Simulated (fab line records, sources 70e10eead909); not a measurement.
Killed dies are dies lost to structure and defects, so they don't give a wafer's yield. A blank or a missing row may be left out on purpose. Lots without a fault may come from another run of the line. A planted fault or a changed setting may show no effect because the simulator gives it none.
A struck lot beside a sound one | flow nand_harc | 14 steps out of a route of 1302
Sound: wafers L448.1, L448.2, L448.6. Struck: wafers L468.1, L468.4, L468.6. The cause comes at the end.
At each step with rows: each side's tool, then ch and its chambers, then its first start. Under that, the readings that differ: sound wafers | struck wafers | difference of the means | sigmas: that difference in standard deviations of wafers without a fault.
alike: readings whose means differ by less than 2 such deviations, and words and numbers that are the same on both sides. not compared: withheld readings, readings that some wafer has no value for, bounds like >300 that may hide the same value, and numbers for which the record gives no deviation and whose values overlap.
The two part at a step that has a row with sigmas, a row that says differs or no value, or rows on one side only. Numbers that don't overlap but have no deviation are shown without sigmas and don't part them. A reading that every wafer of one side lacks parts them only if that side has two wafers or more.

first, 7 steps without rows for these wafers: NHARC_A_M1_COAT_34 (time 65 s); NHARC_A_M1_COAT_03 (resist thk 90 nm); NHARC_A_M1_SOFTBAKE_04 (time 55 s); NHARC_A_M1_EBR_05; NHARC_A_M1_EXPOSE_06 (exposes mask A M1, target cd 120 nm); NHARC_A_M1_PEB_07 (peb time 65 s); NHARC_A_M1_DEVELOP_08 (develop time 35 s).
NHARC_A_M1_CD_MEAS_09: target cd 120 nm.
  sound on cd_sem-03 ch 0, day 24 08:13; struck on cd_sem-01 ch 0, day 31 23:37
  alike: cd_nm
NHARC_A_M1_OVL_MEAS_10: pitch 240 nm.
  sound on overlay-02, day 24 08:19; struck on overlay-01, day 31 23:43
  alike: overlay_x_nm, overlay_y_nm
NHARC_A_M1_INSPECT_11:
  sound on defect_inspect-01, day 24 08:20; struck on defect_inspect-01, day 31 23:45
  alike: raw_defect_count
NHARC_A_M1_DESCUM_14: chemistry O2, time 3 s.
  sound on rie_diel-12 ch 0,3, day 24 08:24; struck on rie_diel-12 ch 0,2, day 31 23:49
  alike: drypump_motor_current_A, oes_product_au, rf_vpp_V, showerhead_plenum_p_Torr, throttle_valve_pct
  not compared: rf_hours_counter_h
NHARC_A_M1_ETCH_35: etches the open film in N2/H2, target depth 40 nm, overetch 12 nm, time 43.94 s.
  sound on rie_diel-12 ch 0,1,3, day 24 08:29; struck on rie_diel-12 ch 0,1,2, day 31 23:53
  alike: drypump_motor_current_A, oes_product_au, rf_fwd_power_W, rf_vpp_V, showerhead_plenum_p_Torr, throttle_valve_pct
  not compared: rf_hours_counter_h
NHARC_A_M1_ETCH_15: etches the open film in C4F8/Ar, target depth 182.5 nm, time 91.2 s.
  sound on rie_diel-12 ch 0,1,2, day 24 08:35; struck on rie_diel-12 ch 2,3, day 31 23:59
  reading               | sound             | struck            | difference | sigmas
  oes_product_au (a.u.) | 0.955 0.942 0.944 | 0.889 0.887 0.885 | -0.060     | -3
  rf_fwd_power_W (W)    | 593.5 596.1 595.6 | 498.4 495.8 499.7 | -97.1      | -51
  alike: rf_vpp_V
  not compared: rf_hours_counter_h
NHARC_A_M1_CD_MEAS_16:
  sound on cd_sem-03, day 24 08:43; struck on cd_sem-03, day 32 00:07
  alike: cd_nm

WHERE THEY PART
Only at NHARC_A_M1_ETCH_15, within this record. Later steps at which nothing parts them and some readings are alike: NHARC_A_M1_CD_MEAS_16.

WHY: what the simulator had put in
Process parameter drift: rie_diel-12, from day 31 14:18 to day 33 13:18, at NHARC_A_M1_ETCH_15. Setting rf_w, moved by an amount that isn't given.
